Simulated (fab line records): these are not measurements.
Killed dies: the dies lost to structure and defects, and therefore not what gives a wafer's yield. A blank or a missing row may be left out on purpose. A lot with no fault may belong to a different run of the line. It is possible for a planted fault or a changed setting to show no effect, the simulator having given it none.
2 desks, one fault -- flow nand-harc -- each desk holds nothing but its own numbers, with what lay behind them at the end

## FROM THE METROLOGY DESK
Means of the sampled wafers that have a number, per lot and without regard to the tool the lot ran on: this is what the gauges read. The brackets show how far a lot's mean lies from the usual mean; more than 4 standard deviations puts the lot out of limits, marked OUT.
Columns: A = cd-nm at NHARC_P_M2_CD_MEAS_09, usual 169.9 nm
lot,first seen here,A
L865,day 7 15:23,169.5
L864,day 7 17:47,170.0
L866,day 8 02:46,179.5 (+20) OUT
L867,day 8 15:39,180.4 (+22) OUT
L875,day 12 12:55,170.1
L876,day 12 14:48,170.3
L879,day 13 13:06,170.0
L880,day 13 19:30,170.2
L881,day 14 11:49,170.7
L883,day 14 23:16,169.9
L884,day 15 12:11,170.3
L885,day 16 01:58,169.7
This desk's finding: out of limits on L866, L867; first on L866, day 8 02:46 (cd-nm at NHARC_P_M2_CD_MEAS_09). In limits: L865, L864, L875, L876, L879, L880, L881, L883, L884, L885.

## THE TOOL OWNER'S DESK: litho-track-04
The tool's own readings at NHARC_P_M2_PEB_07 (peb time 65 s): means of the sampled wafers that have a number, for each lot that ran on this tool. The brackets show how far a lot's mean lies from the usual mean; more than 4 standard deviations puts the lot out of limits, marked OUT.
Columns: A = resist-line-temp-C at NHARC_P_M2_PEB_07, usual 22.97 C
lot,first seen here,A
L865,day 7 15:19,23.07
L864,day 7 17:42,22.95
L866,day 8 02:41,22.75
L867,day 8 15:34,23.02
L875,day 12 12:51,23.03
L876,day 12 14:44,22.95
L880,day 13 19:25,23.05
L883,day 14 23:11,22.89
L885,day 16 01:53,22.81
This desk found nothing out of limits on any of the 9 lots.

## PUT TOGETHER
An alarm was possible from the metrology desk at day 8 02:46, on L866, L867.
The desk of the tool owner found nothing out of limits.
Tool owner's desk: L866, L867 on record, inside its limits.
Every lot named ran NHARC_P_M2_PEB_07 on litho-track-04.

## WHAT HAD BEEN PUT IN BY THE SIMULATOR
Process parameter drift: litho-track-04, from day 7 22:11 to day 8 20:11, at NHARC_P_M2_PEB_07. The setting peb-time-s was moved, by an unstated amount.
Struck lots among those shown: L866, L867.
Time in hours between the start of the fault and the first out-of-limits reading at each desk: metrology desk, 5.
